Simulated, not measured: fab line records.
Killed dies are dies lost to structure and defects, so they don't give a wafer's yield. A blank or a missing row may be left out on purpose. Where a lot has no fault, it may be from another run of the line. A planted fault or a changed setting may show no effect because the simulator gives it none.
fab line records    flow n5-finfet
[record] lots = 7  wafers = 21
route steps=1938 shown BEOL_M11@1578 BEOL_M12@1608 BEOL_M13@1694 BEOL_M14@1753
start-h: start of the lot's first displayed wafer, in hours after the record's first day    wait-h: hours from the lot's prior step to this one    " unchanged from the row above    L1.1+2: a single row standing in for several wafers    - no value, or no start was given    * or withheld: withheld    < > ~ a bound
route shown NAME@n: NAME is a module with steps in the file, n the number in the route of the first one    usual: mean/standard deviation of fault-free wafers    same: alike in all rows    chamber/n: place in a boat    sites: per-site readings    _std_site: their standard deviation    _edge_site: mean of outer sites minus mean of inner sites    radius-mm: how far each site lies from the wafer's centre    mask NAME#n: copy n    behind: tool/chamber where the wafer was last shaped    hold: the reason the lot was held/the length of the hold in hours/how it ended    device: transistor that didn't switch, given as n, p or np    end of line: the tests these same wafers got at the end of their route    step lacking rows: just its recipe    killed: at the first sort, the dies lost to defects and structure; wafer yield is something else    map: a wafer's dies, marking killed ones x, the rest . and places with no die _
set.NAME: setting as actually run; set.NAME@STEP: the setting as run at that earlier step    model.NAME: the simulator's own value behind a step, which no gauge read
lots with deliberately changed settings; one table per step, one row per wafer
[[steps]]
[step N5_BEOL_M11_TRENCH_ETCH_37]
[recipe] chemistry = C4F6/O2  target-depth-a = 1488.3  target = SiCOH_lowk  time-s = 48  ion-energy-ev = 250  pressure-mtorr = 30  source-w = 345  bias-w = 185  Ar_flow_sccm = 300  C4F6_flow_sccm = 10  O2_flow_sccm = 10
lot.wafer  tool         chamber  start-h  wait-h  set.time-s  model.etch.depth-nm  model.BEOL_M11.feature-depth-nm
L081.1     rie-diel-03  3        -        -       48          146.4                146.4
L081.3     "            1        "        "       48          147                  147
L081.4     "            2        "        "       48          150.2                150.2
L080.2     rie-diel-03  0        -        -       48          144.6                144.6
L080.3     "            3        "        "       48          145.9                145.8
L080.5     "            3        "        "       48          146.6                146.6
L082.1     rie-diel-01  3        -        -       48          144.1                144.2
L082.3     "            1        "        "       48          146.3                146.4
L082.4     "            2        "        "       48          147.7                147.6
L083.1     rie-diel-01  2        -        -       44.77       138.2                138.2
L083.4     "            3        "        "       44.77       135.1                135.2
L083.6     "            1        "        "       48          145.5                145.4
L088.3     rie-diel-02  0        -        -       48          149.7                149.8
L088.4     "            1        "        "       42.12       127.8                127.8
L088.5     "            3        "        "       48          145                  145
L094.1     rie-diel-01  3        -        -       48          141                  141
L094.2     "            0        "        "       48          146.5                146.4
L094.5     "            0        "        "       48          146.3                146.4
L093.2     rie-diel-03  1        -        -       48          147.3                147.2
L093.4     "            0        "        "       43.6        130.1                130.2
L093.5     "            3        "        "       48          151.4                151.4
[step N5_BEOL_M11_ETCH_41]
[recipe] chemistry = CH3F/O2  target = SiCN  target-depth-a = 426  taper-deg = 2  time-s = 86  ion-energy-ev = 120  mask-material = TiN  pressure-mtorr = 30  source-w = 395  bias-w = 75  Ar_flow_sccm = 150  CH3F_flow_sccm = 30  O2_flow_sccm = 20
lot.wafer  tool         chamber  start-h  wait-h  set.time-s  model.etch.depth-nm
L081.1     rie-diel-03  3        -        -       86          32.51
L081.3     "            1        "        "       86          32.53
L081.4     "            2        "        "       86          33.47
L080.2     rie-diel-03  0        -        -       86          31.75
L080.3     "            3        "        "       94.32       35.11
L080.5     "            3        "        "       86          31.72
L082.1     rie-diel-01  3        -        -       68.4        24.97
L082.3     "            1        "        "       86          32.06
L082.4     "            2        "        "       68.4        25.59
L083.1     rie-diel-01  2        -        -       103.3       38.87
L083.4     "            3        "        "       86          31.39
L083.6     "            1        "        "       86          31.98
L088.3     rie-diel-02  0        -        -       86          32.65
L088.4     "            1        "        "       86          31.92
L088.5     "            3        "        "       86          31.59
L094.1     rie-diel-01  3        -        -       86          31.16
L094.2     "            0        "        "       103.1       38.87
L094.5     "            0        "        "       103.1       38.93
L093.2     rie-diel-03  1        -        -       102.5       37.92
L093.4     "            0        "        "       86          31.4
L093.5     "            3        "        "       86          33.24
[step N5_BEOL_M11_STRIP_77]
[recipe] chemistry = N2/H2  time-s = 10  power-w = 450  temp-c = 40  pressure-mtorr = 20  rf-frequency-hz = 6e+07  bias-power-w = 7  n2-flow-sccm = 200  h2-flow-sccm = 200
[step N5_BEOL_M11_OCD_MEAS_38]
[usual] trench-depth-nm = 148/5
lot.wafer  tool    chamber  start-h  wait-h  set.time-s@BEOL_M11_TRENCH_ETCH_37  trench-depth-nm
L081.1     ocd-01  -        269.95   -       48                                  146
L081.3     "       -        "        "       48                                  147
L081.4     "       -        "        "       48                                  150
L080.2     ocd-01  -        271.48   -       48                                  145
L080.3     "       -        "        "       48                                  146
L080.5     "       -        "        "       48                                  146
L082.1     ocd-02  -        286.29   -       48                                  144
L082.3     "       -        "        "       48                                  146
L082.4     "       -        "        "       48                                  148
L083.1     ocd-01  -        298.40   -       44.77                               138
L083.4     "       -        "        "       44.77                               135
L083.6     "       -        "        "       48                                  146
L088.3     ocd-02  -        331.06   -       48                                  150
L088.4     "       -        "        "       42.12                               128
L088.5     "       -        "        "       48                                  145
L094.1     ocd-02  -        375.53   -       48                                  141
L094.2     "       -        "        "       48                                  147
L094.5     "       -        "        "       48                                  146
L093.2     ocd-01  -        375.97   -       48                                  148
L093.4     "       -        "        "       43.6                                130
L093.5     "       -        "        "       48                                  152
[step N5_BEOL_M11_HM_STRIP_39]
[recipe] chemistry = peroxide-tin-strip  material = TiN  target-depth-a = 250  temp-c = 50  time-s = 158
[step N5_BEOL_M11_SRD_40]
[recipe] time-s = 30  temp-c = 23  rinse-liquid = diw  dry = ipa-marangoni
[step N5_BEOL_M11_ECD_50]
[recipe] material = Cu  target-thk-a = 3180
[step N5_BEOL_M11_ANNEAL_51]
[recipe] temp-c = 225  time-s = 90  ambient = N2
[step N5_BEOL_M11_CMP_52]
[recipe] stop-on = SiCOH_lowk  t-overpolish-s = 7  down-force-psi = 1  platen-rpm = 50  clearing-platen-down-force-psi = 1.5  clearing-platen-rpm = 50  post-cmp-clean = cu-alkaline  target-thk-nm = 140  clearing-platen-pad-velocity-m-s = 0.99484  pad-velocity-m-s = 0.99484
lot.wafer  tool    chamber  start-h  wait-h  set.time-s@BEOL_M11_TRENCH_ETCH_37  model.Cu_of_BEOL_M11_ECD_50.thk-nm
L081.1     cmp-02  1        272.37   0.3     48                                  137.4
L081.3     "       2        "        "       48                                  136.4
L081.4     "       3        "        "       48                                  141.4
L080.3     cmp-04  3        273.33   0.2     48                                  138.2
L080.2     "       1        "        "       48                                  135.4
L080.5     "       0        "        "       48                                  139.2
L082.1     cmp-03  2        288.36   0.3     48                                  132.8
L082.4     "       3        "        "       48                                  137
L082.3     "       0        "        "       48                                  138.8
L083.4     cmp-03  2        300.65   0.1     44.77                               125.6
L083.1     "       0        "        "       44.77                               132.2
L083.6     "       3        "        "       48                                  137.2
L088.3     cmp-02  3        335.13   0.2     48                                  141.2
L088.4     "       1        "        "       42.12                               119.2
L088.5     "       3        "        "       48                                  135.4
L094.1     cmp-03  3        377.52   0.3     48                                  131
L094.2     "       0        "        "       48                                  140.8
L094.5     "       2        "        "       48                                  137
L093.2     cmp-02  1        379.41   0.3     48                                  138.6
L093.4     "       2        "        "       43.6                                120.6
L093.5     "       0        "        "       48                                  143.8
[step N5_BEOL_M11_THK_MEAS_53]
[recipe] thk-meas-gauge = xrf  reads = Cu_of_BEOL_M11_ECD_50
[usual] M11_THK = 139/5.4
lot.wafer  tool           chamber  start-h  wait-h  set.time-s@BEOL_M11_TRENCH_ETCH_37  M11_THK[nm]
L081.1     film-metro-01  -        272.66   -       48                                  137
L081.3     "              -        "        "       48                                  136
L081.4     "              -        "        "       48                                  140
L080.2     film-metro-02  -        273.62   -       48                                  135
L080.3     "              -        "        "       48                                  138
L080.5     "              -        "        "       48                                  139
L082.1     film-metro-02  -        288.62   -       48                                  132
L082.3     "              -        "        "       48                                  137
L082.4     "              -        "        "       48                                  136
L083.1     film-metro-02  -        300.95   -       44.77                               132
L083.4     "              -        "        "       44.77                               125
L083.6     "              -        "        "       48                                  137
L088.3     film-metro-01  -        335.42   -       48                                  139
L088.4     "              -        "        "       42.12                               117
L088.5     "              -        "        "       48                                  133
L094.1     film-metro-02  -        377.77   -       48                                  129
L094.2     "              -        "        "       48                                  139
L094.5     "              -        "        "       48                                  135
L093.2     film-metro-02  -        379.63   -       48                                  138
L093.4     "              -        "        "       43.6                                120
L093.5     "              -        "        "       48                                  143
[step N5_BEOL_M11_PRE_CLEAN_55]
[recipe] gas = NH3  time-s = 15  temp-c = withheld  rf-power-w = 300
[step N5_BEOL_M11_DEP_56]
[recipe] material = SiCN  target-thk-a = 300  temp-c = withheld  precursor = 3MS/NH3  pressure-torr = 3  rf-w = 675  time-s = 10.5
[step N5_BEOL_M11_RS_MEAS_57]
[recipe] thk-meas-gauge = four-point-probe  reads = Cu_of_BEOL_M11_ECD_50+Co_of_BEOL_M11_CVD_75+TaN_of_BEOL_M11_ALD_74
[usual] M11_RS = 0.151/0.006
lot.wafer  tool           chamber  start-h  wait-h  set.time-s@BEOL_M11_TRENCH_ETCH_37  M11_RS[ohm/sq]
L081.1     film-metro-01  -        272.79   0.0     48                                  0.154
L081.3     "              -        "        "       48                                  0.155
L081.4     "              -        "        "       48                                  0.150
L080.2     film-metro-01  -        273.75   0.0     48                                  0.157
L080.3     "              -        "        "       48                                  0.154
L080.5     "              -        "        "       48                                  0.152
L082.1     film-metro-02  -        288.75   0.0     48                                  0.160
L082.3     "              -        "        "       48                                  0.152
L082.4     "              -        "        "       48                                  0.155
L083.1     film-metro-02  -        301.07   0.0     44.77                               0.161
L083.4     "              -        "        "       44.77                               0.170
L083.6     "              -        "        "       48                                  0.154
L088.3     film-metro-01  -        335.55   0.0     48                                  0.150
L088.4     "              -        "        "       42.12                               0.181
L088.5     "              -        "        "       48                                  0.157
L094.1     film-metro-01  -        377.90   0.0     48                                  0.163
L094.2     "              -        "        "       48                                  0.150
L094.5     "              -        "        "       48                                  0.155
L093.2     film-metro-01  -        379.76   0.0     48                                  0.153
L093.4     "              -        "        "       43.6                                0.178
L093.5     "              -        "        "       48                                  0.147
[step N5_BEOL_M12_EXPOSE_07]
[recipe] mask-id = V11  na = 0.93  source-shape = conventional  sigma-outer = 0.6  polarization = unpolarized  attpsm-phase-deg = 180  dose-mj = 32.5
lot.wafer   tool            chamber  start-h  wait-h  mask   set.dose-mj
L081.1+3+4  krf-scanner-02  0        273.24   -       V11#0  32.5
L080.2+3    krf-scanner-01  0        274.25   -       V11#0  31.06
L080.5      "               0        "        "       V11#0  32.5
L082.1+4    krf-scanner-02  0        289.20   -       V11#0  30.52
L082.3      "               0        "        "       V11#0  32.5
L083.1+6    krf-scanner-02  0        301.52   -       V11#0  32.5
L083.4      "               0        "        "       V11#0  33.79
L088.3      krf-scanner-02  0        336.01   -       V11#0  33.7
L088.4+5    "               0        "        "       V11#0  32.5
L094.1+2    krf-scanner-02  0        378.35   -       V11#0  32.5
L094.5      "               0        "        "       V11#0  31.22
L093.2+4    krf-scanner-02  0        380.09   -       V11#0  30.35
L093.5      "               0        "        "       V11#0  32.5
[step N5_BEOL_M12_PEB_08]
[recipe] peb-temp-c = 130  peb-time-s = 90
[step N5_BEOL_M12_DEVELOP_09]
[recipe] develop-time-s = 45  rinse-liquid = diw  dry = air-spin  dev-temp-c = 21
[step N5_BEOL_M12_HARDBAKE_14]
[recipe] temp-c = 130  time-s = 120
[step N5_BEOL_M12_CD_MEAS_10]
[recipe] target-cd-nm = 140  landing-energy-ev = 500  detector = se-inlens  polarity = opening
[usual] cd-nm = 141.5/2.3
lot.wafer  tool       chamber  start-h  wait-h  set.dose-mj@BEOL_M12_EXPOSE_07  cd-nm
L081.1     cd-sem-01  0        273.41   -       32.5                            140.0
L081.3     "          0        "        "       32.5                            139.6
L081.4     "          0        "        "       32.5                            141.6
L080.2     cd-sem-01  0        274.42   -       31.06                           132.7
L080.3     "          0        "        "       31.06                           135.1
L080.5     "          0        "        "       32.5                            139.1
L082.1     cd-sem-02  0        289.37   -       30.52                           135.7
L082.3     "          0        "        "       32.5                            142.5
L082.4     "          0        "        "       30.52                           131.1
L083.1     cd-sem-02  0        301.69   -       32.5                            144.6
L083.4     "          0        "        "       33.79                           148.2
L083.6     "          0        "        "       32.5                            144.6
L088.3     cd-sem-03  0        336.17   -       33.7                            147.3
L088.4     "          0        "        "       32.5                            143.8
L088.5     "          0        "        "       32.5                            143.9
L094.1     cd-sem-03  0        378.52   -       32.5                            139.5
L094.2     "          0        "        "       32.5                            137.8
L094.5     "          0        "        "       31.22                           133.6
L093.2     cd-sem-03  0        380.26   -       30.35                           135.9
L093.4     "          0        "        "       30.35                           131.6
L093.5     "          0        "        "       32.5                            142.6
[step N5_BEOL_M12_STRIP_71]
[recipe] chemistry = post-etch-residue-remover  time-s = 60  temp-c = 25  remover-ph = withheld  remover-water-wt-pct = withheld  remover-fluoride-wt-pct = withheld
[step N5_BEOL_M12_SRD_72]
[recipe] time-s = 30  temp-c = 23  rinse-liquid = diw  dry = n2-spin  spin-rpm = 1500  dry-time-s = 30
[step N5_BEOL_M12_CD_MEAS_17]
[recipe] target-cd-nm = 140  polarity = opening
[usual] cd-nm = 141.4/2.5
lot.wafer  tool       chamber  start-h  wait-h  set.dose-mj@BEOL_M12_EXPOSE_07  cd-nm
L081.1     cd-sem-03  -        276.92   0.0     32.5                            140.1
L081.3     "          -        "        "       32.5                            139.5
L081.4     "          -        "        "       32.5                            141.1
L080.2     cd-sem-03  -        277.10   0.0     31.06                           133.1
L080.3     "          -        "        "       31.06                           135.3
L080.5     "          -        "        "       32.5                            137.5
L082.1     cd-sem-01  -        290.17   0.0     30.52                           136.1
L082.3     "          -        "        "       32.5                            142.1
L082.4     "          -        "        "       30.52                           133.0
L083.1     cd-sem-03  -        302.27   0.0     32.5                            143.2
L083.4     "          -        "        "       33.79                           148.8
L083.6     "          -        "        "       32.5                            143.1
L088.3     cd-sem-01  -        336.78   0.0     33.7                            148.9
L088.4     "          -        "        "       32.5                            142.8
L088.5     "          -        "        "       32.5                            143.7
L094.1     cd-sem-03  -        379.11   0.0     32.5                            138.6
L094.2     "          -        "        "       32.5                            136.7
L094.5     "          -        "        "       31.22                           133.7
L093.2     cd-sem-03  -        380.96   0.0     30.35                           136.5
L093.4     "          -        "        "       30.35                           130.6
L093.5     "          -        "        "       32.5                            140.4
[step N5_BEOL_M13_ETCH_68]
[recipe] chemistry = N2/H2  target = SOC  mask-material = SiARC  source-w = 3000  bias-w = 350  temp-c = 40  time-s = 355  ion-energy-ev = 200  pressure-mtorr = 30  n2-flow-sccm = 200  h2-flow-sccm = 200
lot.wafer  tool         chamber  start-h  wait-h  set.time-s  model.SiARC_of_BEOL_M13_COAT_66.thk-nm
L080.2     rie-diel-02  1        283.45   0.1     300.3       83
L080.3     "            3        "        "       355         78.2
L080.5     "            0        "        "       355         77.2
L081.1     rie-diel-01  0        283.74   0.1     355         77
L081.3     "            2        "        "       355         78.2
L081.4     "            1        "        "       355         78
L082.1     rie-diel-01  3        298.93   0.1     355         78.4
L082.3     "            2        "        "       355         78.6
L082.4     "            1        "        "       419.5       71.2
L083.1     rie-diel-03  3        308.14   0.1     355         77.4
L083.4     "            3        "        "       355         77.2
L083.6     "            0        "        "       355         77.8
L088.3     rie-diel-03  0        343.07   0.1     355         77.8
L088.4     "            1        "        "       428.3       69.4
L088.5     "            0        "        "       355         78.4
L094.1     rie-diel-03  2        388.17   0.1     292.9       83
L094.2     "            1        "        "       355         77.4
L094.5     "            1        "        "       355         77.2
L093.2     rie-diel-01  2        390.98   0.1     355         77.8
L093.4     "            0        "        "       429.5       70.2
L093.5     "            2        "        "       429.5       71.4
[step N5_BEOL_M13_SPUTTER_43]
[recipe] material = TaN  target-thk-a = 150  temp-c = 50  bias-v = 168.6  power-w = 15000  chamber-pressure-pa = 0.12  time-s = 24.19
lot.wafer   tool            chamber  start-h  wait-h  set.time-s  model.TaN_of_BEOL_M13_SPUTTER_43.thk-nm
L080.2      pvd-sputter-02  -        286.84   0.0     24.19       15
L080.3      "               -        "        "       24.19       14.8
L080.5      "               -        "        "       24.19       14.6
L081.1+3    pvd-sputter-01  -        287.33   0.0     24.19       15.2
L081.4      "               -        "        "       24.19       15.4
L082.1      pvd-sputter-03  -        302.27   0.0     24.19       14.8
L082.3      "               -        "        "       22.69       14
L082.4      "               -        "        "       22.69       13.6
L083.1      pvd-sputter-01  -        310.27   0.0     24.19       14.8
L083.4+6    "               -        "        "       25.21       15.4
L088.3      pvd-sputter-03  -        344.02   0.0     26.98       16.6
L088.4      "               -        "        "       24.19       14.8
L088.5      "               -        "        "       26.98       16.4
L094.1+5    pvd-sputter-02  -        389.87   0.0     24.19       14.8
L094.2      "               -        "        "       24.19       15
L093.2+4+5  pvd-sputter-02  -        393.65   0.0     24.19       14.8
[step N5_BEOL_M14_TRENCH_ETCH_34]
[recipe] chemistry = C4F8/O2/Ar  target = SiO2  target-depth-a = 5566.5  mask-material = SOC  he-inner-torr = 15  he-outer-torr = 30  time-s = 126.9  ion-energy-ev = 800  pressure-mtorr = 20  source-w = 1905  bias-w = 2040  Ar_flow_sccm = 400  C4F8_flow_sccm = 16  O2_flow_sccm = 12
lot.wafer  tool         chamber  start-h  wait-h  set.time-s  model.etch.depth-nm
L080.2     rie-diel-04  1        290.47   0.0     98.75       440.6
L080.3     "            0        "        "       98.75       439.5
L080.5     "            1        "        "       126.9       564.4
L081.1     rie-diel-05  1        291.05   0.0     126.9       554.5
L081.3     "            2        "        "       126.9       545.5
L081.4     "            2        "        "       126.9       548.7
L082.1     rie-diel-06  1        305.77   0.0     119.3       543.5
L082.3     "            2        "        "       126.9       551
L082.4     "            3        "        "       126.9       567.8
L083.1     rie-diel-04  1        314.43   0.0     126.9       565.6
L083.4     "            0        "        "       108.9       487.3
L083.6     "            2        "        "       108.9       471.4
L088.3     rie-diel-06  0        347.17   0.0     126.9       560.5
L088.4     "            1        "        "       126.9       571.3
L088.5     "            0        "        "       126.9       561
L094.1     rie-diel-06  1        393.13   0.0     146.4       662.3
L094.2     "            3        "        "       146.4       652.3
L094.5     "            1        "        "       126.9       574.2
L093.2     rie-diel-04  1        397.25   0.0     126.9       562.6
L093.4     "            3        "        "       126.9       587.2
L093.5     "            1        "        "       148.2       655.1
[step N5_BEOL_M14_STRIP_70]
[recipe] chemistry = C4F8/O2/Ar  resist = SiARC  rf-frequency-hz = 6e+07
[step N5_BEOL_M14_OCD_MEAS_35]
[usual] trench-depth-nm = 559/17
lot.wafer  tool    chamber  start-h  wait-h  set.time-s@BEOL_M14_TRENCH_ETCH_34  trench-depth-nm
L080.2     ocd-01  -        290.63   0.0     98.75                               441
L080.3     "       -        "        "       98.75                               440
L080.5     "       -        "        "       126.9                               565
L081.1     ocd-01  -        291.20   0.0     126.9                               554
L081.3     "       -        "        "       126.9                               546
L081.4     "       -        "        "       126.9                               549
L082.1     ocd-01  -        305.93   0.0     119.3                               543
L082.3     "       -        "        "       126.9                               551
L082.4     "       -        "        "       126.9                               568
L083.1     ocd-01  -        314.59   0.0     126.9                               565
L083.4     "       -        "        "       108.9                               487
L083.6     "       -        "        "       108.9                               472
L088.3     ocd-02  -        347.33   0.0     126.9                               560
L088.4     "       -        "        "       126.9                               572
L088.5     "       -        "        "       126.9                               561
L094.1     ocd-01  -        393.28   0.0     146.4                               662
L094.2     "       -        "        "       146.4                               653
L094.5     "       -        "        "       126.9                               574
L093.2     ocd-01  -        397.41   0.0     126.9                               562
L093.4     "       -        "        "       126.9                               587
L093.5     "       -        "        "       148.2                               655
[step N5_BEOL_M14_SPUTTER_45]
[recipe] material = Cu  target-thk-a = 1000  temp-c = -20  bias-v = 60  power-w = 26000  chamber-pressure-pa = 0.13  time-s = 16.67
lot.wafer   tool            chamber  start-h  wait-h  set.power-w
L080.2+3+5  pvd-sputter-01  -        295.61   0.0     26000
L081.1+3+4  pvd-sputter-01  -        296.63   0.0     26000
L082.1+3+4  pvd-sputter-03  -        309.49   0.0     26000
L083.1+6    pvd-sputter-01  -        321.20   0.0     27740
L083.4      "               -        "        "       26000
L088.3+5    pvd-sputter-01  -        347.86   0.0     26000
L088.4      "               -        "        "       30090
L094.1+2    pvd-sputter-02  -        397.29   0.0     26000
L094.5      "               -        "        "       22260
L093.2+5    pvd-sputter-02  -        399.61   0.0     29560
L093.4      "               -        "        "       26000
[step N5_BEOL_M14_ECD_47]
[recipe] material = Cu  target-thk-a = 12480
[step N5_BEOL_M14_ANNEAL_48]
[recipe] temp-c = 225  time-s = 90  ambient = N2
[step N5_BEOL_M14_CMP_49]
[recipe] stop-on = SiO2  t-overpolish-s = 5.2  down-force-psi = 2  platen-rpm = 80  clearing-platen-down-force-psi = 2  clearing-platen-rpm = 80  post-cmp-clean = cu-alkaline  target-thk-nm = 560  clearing-platen-pad-velocity-m-s = 1.5917  pad-velocity-m-s = 1.5917
lot.wafer  tool    chamber  start-h  wait-h  set.time-s@BEOL_M14_TRENCH_ETCH_34  model.Cu_of_BEOL_M14_ECD_47.thk-nm
L080.3     cmp-03  0        296.25   0.2     98.75                               444.6
L080.2     "       2        "        "       98.75                               443.4
L080.5     "       3        "        "       126.9                               567.6
L081.3     cmp-03  3        297.29   0.2     126.9                               549.4
L081.1     "       0        "        "       126.9                               559.2
L081.4     "       2        "        "       126.9                               551.2
L082.4     cmp-03  3        310.93   0.1     126.9                               571.6
L082.3     "       1        "        "       126.9                               557.4
L082.1     "       2        "        "       119.3                               547
L083.1     cmp-03  0        323.45   0.3     126.9                               -
L083.4     "       1        "        "       108.9                               493.8
L083.6     "       3        "        "       108.9                               -
L088.4     cmp-03  0        348.95   0.2     126.9                               -
L088.3     "       2        "        "       126.9                               563.4
L088.5     "       3        "        "       126.9                               565.8
L094.2     cmp-03  2        398.50   0.3     146.4                               655.8
L094.1     "       3        "        "       146.4                               666.6
L094.5     "       0        "        "       126.9                               -
L093.2     cmp-01  0        400.21   0.2     126.9                               -
L093.4     "       3        "        "       126.9                               592.8
L093.5     "       0        "        "       148.2                               -
[step N5_BEOL_M14_PRE_CLEAN_52]
[recipe] gas = NH3  time-s = 15  temp-c = withheld  rf-power-w = 300
[step N5_BEOL_M14_DEP_53]
[recipe] material = SiCN  target-thk-a = 500  temp-c = withheld  precursor = 3MS/NH3  pressure-torr = 3  rf-w = 675  time-s = 17.8
[step N5_BEOL_M14_RS_MEAS_54]
[recipe] thk-meas-gauge = four-point-probe  reads = Cu_of_BEOL_M14_ECD_47+Ta_of_BEOL_M14_SPUTTER_44+TaN_of_BEOL_M14_SPUTTER_43
[usual] M14_RS = 0.0330/0.001
lot.wafer  tool           chamber  start-h  wait-h  set.time-s@BEOL_M14_TRENCH_ETCH_34  M14_RS[ohm/sq]
L080.2     film-metro-01  -        296.64   0.1     98.75                               0.0423
L080.3     "              -        "        "       98.75                               0.0421
L080.5     "              -        "        "       126.9                               0.0328
L081.1     film-metro-02  -        297.72   0.0     126.9                               0.0333
L081.3     "              -        "        "       126.9                               0.0339
L081.4     "              -        "        "       126.9                               0.0337
L082.1     film-metro-01  -        311.35   0.0     119.3                               0.0340
L082.3     "              -        "        "       126.9                               0.0334
L082.4     "              -        "        "       126.9                               0.0325
L083.1     film-metro-02  -        323.80   0.0     126.9                               0.0326
L083.4     "              -        "        "       108.9                               0.0378
L083.6     "              -        "        "       108.9                               0.0393
L088.3     film-metro-01  -        349.34   0.1     126.9                               0.0331
L088.4     "              -        "        "       126.9                               0.0322
L088.5     "              -        "        "       126.9                               0.0329
L094.1     film-metro-02  -        398.85   0.0     146.4                               0.0277
L094.2     "              -        "        "       146.4                               0.0282
L094.5     "              -        "        "       126.9                               0.0318
L093.2     film-metro-01  -        400.64   0.1     126.9                               0.0328
L093.4     "              -        "        "       126.9                               0.0314
L093.5     "              -        "        "       148.2                               0.0281
[[key]]
[split] step = N5_BEOL_M11_TRENCH_ETCH_37  setting = time-s  stated = 48  by = wafer
[response] step = N5_BEOL_M11_TRENCH_ETCH_37  reading = model.etch.depth-nm  change = +1.7  per = 1%  r = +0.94
[response] step = N5_BEOL_M11_TRENCH_ETCH_37  reading = model.BEOL_M11.feature-depth-nm  change = +1.7  per = 1%  r = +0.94
[response] step = N5_BEOL_M11_OCD_MEAS_38  reading = trench-depth-nm  change = +1.74  per = 1%  r = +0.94
[response] step = N5_BEOL_M11_CMP_52  reading = model.Cu_of_BEOL_M11_ECD_50.thk-nm  change = +1.71  per = 1%  r = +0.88
[response] step = N5_BEOL_M11_THK_MEAS_53  reading = M11_THK  change = +1.7  per = 1%  r = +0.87
[response] step = N5_BEOL_M11_RS_MEAS_57  reading = M11_RS  change = -0.00241  per = 1%  r = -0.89
[split] step = N5_BEOL_M11_ETCH_41  setting = time-s  stated = 86  by = wafer
[response] step = N5_BEOL_M11_ETCH_41  reading = model.etch.depth-nm  change = +0.344  per = 1%  r = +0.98
[split] step = N5_BEOL_M12_EXPOSE_07  setting = dose-mj  stated = 32.5  by = wafer
[response] step = N5_BEOL_M12_CD_MEAS_10  reading = cd-nm  change = +1.27  per = 1%  r = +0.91
[response] step = N5_BEOL_M12_CD_MEAS_17  reading = cd-nm  change = +1.13  per = 1%  r = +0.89
[split] step = N5_BEOL_M13_ETCH_68  setting = time-s  stated = 355  by = wafer
[response] step = N5_BEOL_M13_ETCH_68  reading = model.SiARC_of_BEOL_M13_COAT_66.thk-nm  change = -0.368  per = 1%  r = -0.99
[split] step = N5_BEOL_M13_SPUTTER_43  setting = time-s  stated = 24.19  by = wafer
[response] step = N5_BEOL_M13_SPUTTER_43  reading = model.TaN_of_BEOL_M13_SPUTTER_43.thk-nm  change = +0.15  per = 1%  r = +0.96
[split] step = N5_BEOL_M14_TRENCH_ETCH_34  setting = time-s  stated = 126.9  by = wafer
[response] step = N5_BEOL_M14_TRENCH_ETCH_34  reading = model.etch.depth-nm  change = +5.37  per = 1%  r = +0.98
[response] step = N5_BEOL_M14_OCD_MEAS_35  reading = trench-depth-nm  change = +5.37  per = 1%  r = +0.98
[response] step = N5_BEOL_M14_CMP_49  reading = model.Cu_of_BEOL_M14_ECD_47.thk-nm  change = +5.39  per = 1%  r = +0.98
[response] step = N5_BEOL_M14_RS_MEAS_54  reading = M14_RS  change = -0.000342  per = 1%  r = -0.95
[split] step = N5_BEOL_M14_SPUTTER_45  setting = power-w  stated = 26000  by = wafer
response none clear
